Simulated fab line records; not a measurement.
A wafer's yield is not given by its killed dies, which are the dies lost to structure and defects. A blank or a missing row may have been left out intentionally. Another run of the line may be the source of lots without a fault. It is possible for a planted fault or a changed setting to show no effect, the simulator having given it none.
Split-lot study	flow n5_finfet	on a route of 1938 steps: 7 lots, 39 wafers read

== THE SPLIT ITSELF ==
At N5_MOL_CONTACT_COAG_ALD_133 (deposits SiO2, target thk 5 nm, pulse time 1 s, co reactant pulse time 1 s), the setting ald_cycles was moved away from the recipe's 35 on 9 of the 39 wafers read, by -11.4% to +14.3%. The other wafers ran this setting at the recipe's value.

The split's own step is where the reading is taken.

== THE READING ==
SiO2_of_MOL_CONTACT_COAG_ALD_133.thk_nm (the simulator's own value, which no gauge read), in nm, at N5_MOL_CONTACT_COAG_ALD_133 (deposits SiO2, target thk 5 nm, pulse time 1 s, co reactant pulse time 1 s). The file does not state a usual value for it.

wafer	tool, chamber at the split	ald_cycles as run	against the recipe	SiO2_of_MOL_CONTACT_COAG_ALD_133.thk_nm, nm	against lot-mates on the recipe
L076.1	ald_sin-01, 3,1	40	+14.3%	5.8	+0.8
L076.5	ald_sin-01, 3,1	40	+14.3%	5.8	+0.8
L076.2	ald_sin-01, 0,1,2	35	recipe	5	-
L076.3	ald_sin-01, 0,1,2	35	recipe	5	-
L076.4	ald_sin-01, 0,1,2	35	recipe	5	-
L076.6	ald_sin-01, 0	40	+14.3%	5.6	+0.6
L080.1	ald_sin-01, 2,3,1	35	recipe	5	-
L080.2	ald_sin-01, 2,3,1	35	recipe	5	-
L080.5	ald_sin-01, 2,3,1	35	recipe	5	-
L080.3	ald_sin-01, 0,1,0	31	-11.4%	4.4	-0.6
L080.4	ald_sin-01, 0,1,0	31	-11.4%	4.4	-0.6
L080.6	ald_sin-01, 0,1,0	31	-11.4%	4.4	-0.6
L083.1	ald_sin-03, 1,2,3	35	recipe	5	-
L083.2	ald_sin-03, 1,2,3	35	recipe	5	-
L083.4	ald_sin-03, 1,2,3	35	recipe	5	-
L085.1	ald_sin-01, 0,3,1,2,2,1	35	recipe	5	-
L085.2	ald_sin-01, 0,3,1,2,2,1	35	recipe	5	-
L085.3	ald_sin-01, 0,3,1,2,2,1	35	recipe	5	-
L085.4	ald_sin-01, 0,3,1,2,2,1	35	recipe	5	-
L085.5	ald_sin-01, 0,3,1,2,2,1	35	recipe	5	-
L085.6	ald_sin-01, 0,3,1,2,2,1	35	recipe	5	-
L090.1	ald_sin-02, 1,0,3,2,3,0	35	recipe	5	-
L090.2	ald_sin-02, 1,0,3,2,3,0	35	recipe	5	-
L090.3	ald_sin-02, 1,0,3,2,3,0	35	recipe	5	-
L090.4	ald_sin-02, 1,0,3,2,3,0	35	recipe	5	-
L090.5	ald_sin-02, 1,0,3,2,3,0	35	recipe	5	-
L090.6	ald_sin-02, 1,0,3,2,3,0	35	recipe	5	-
L091.1	ald_sin-02, 0,3,1,2,0,3	35	recipe	5	-
L091.2	ald_sin-02, 0,3,1,2,0,3	35	recipe	5	-
L091.3	ald_sin-02, 0,3,1,2,0,3	35	recipe	5	-
L091.4	ald_sin-02, 0,3,1,2,0,3	35	recipe	5	-
L091.5	ald_sin-02, 0,3,1,2,0,3	35	recipe	5	-
L091.6	ald_sin-02, 0,3,1,2,0,3	35	recipe	5	-
L094.1	ald_sin-03, 0,3,1	31	-11.4%	4.4	-0.6
L094.2	ald_sin-03, 0,3,1	31	-11.4%	4.4	-0.6
L094.3	ald_sin-03, 0,3,1	31	-11.4%	4.4	-0.6
L094.4	ald_sin-03, 2,0,3	35	recipe	5	-
L094.5	ald_sin-03, 2,0,3	35	recipe	5	-
L094.6	ald_sin-03, 2,0,3	35	recipe	5	-
Rows listing several chambers each stand for several wafers; the file does not say which wafer went through which chamber.

THE FIT
A straight line over all 39 wafers: SiO2_of_MOL_CONTACT_COAG_ALD_133.thk_nm changes by +0.052 nm for each +1% of ald_cycles; r = +1.00; the points scatter about the line by 0.027 nm.
The same after taking each lot's own level away (the mean of its wafers on the recipe; 39 wafers): +0.052 nm for each +1%; r = +1.00; scatter 0.027 nm.
That fit puts the effect of the largest move of ald_cycles on the reading at 0.74 nm.
The lots' own levels span 5.00 to 5.00 nm.
The two slopes are in agreement: the lot-to-lot level therefore moves the slope only a little.
Check: +0.727 nm against its lot-mates is what the line predicts for one of the wafers moved furthest among these (+14.3%) when that wafer is left out of the fit. It came out at +0.8 nm against them.

== ADDITIONAL SPLITS CARRIED BY THESE WAFERS ==
Before the reading, these wafers also passed through other splits. Each is held against what the fit with the lots' levels taken away leaves over:
other split on the same wafers	wafers away from the commonest value	r with SiO2_of_MOL_CONTACT_COAG_ALD_133.thk_nm (lot level and that fit taken away)
N5_DUMMY_GATE_EXPOSE_12 dose_mj	18	-0.07
N5_DUMMY_GATE_ETCH_37 source_w	15	+0.16
N5_DUMMY_GATE_ETCH_31 target_depth_a	12	+0.24
N5_HKMG_FIN_ETCH_32 bias_w	18	-0.04

== FILE'S OWN FIT ==
SiO2_of_MOL_CONTACT_COAG_ALD_133.thk_nm changes by +0.052 nm for each +1% of ald_cycles, r = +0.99.
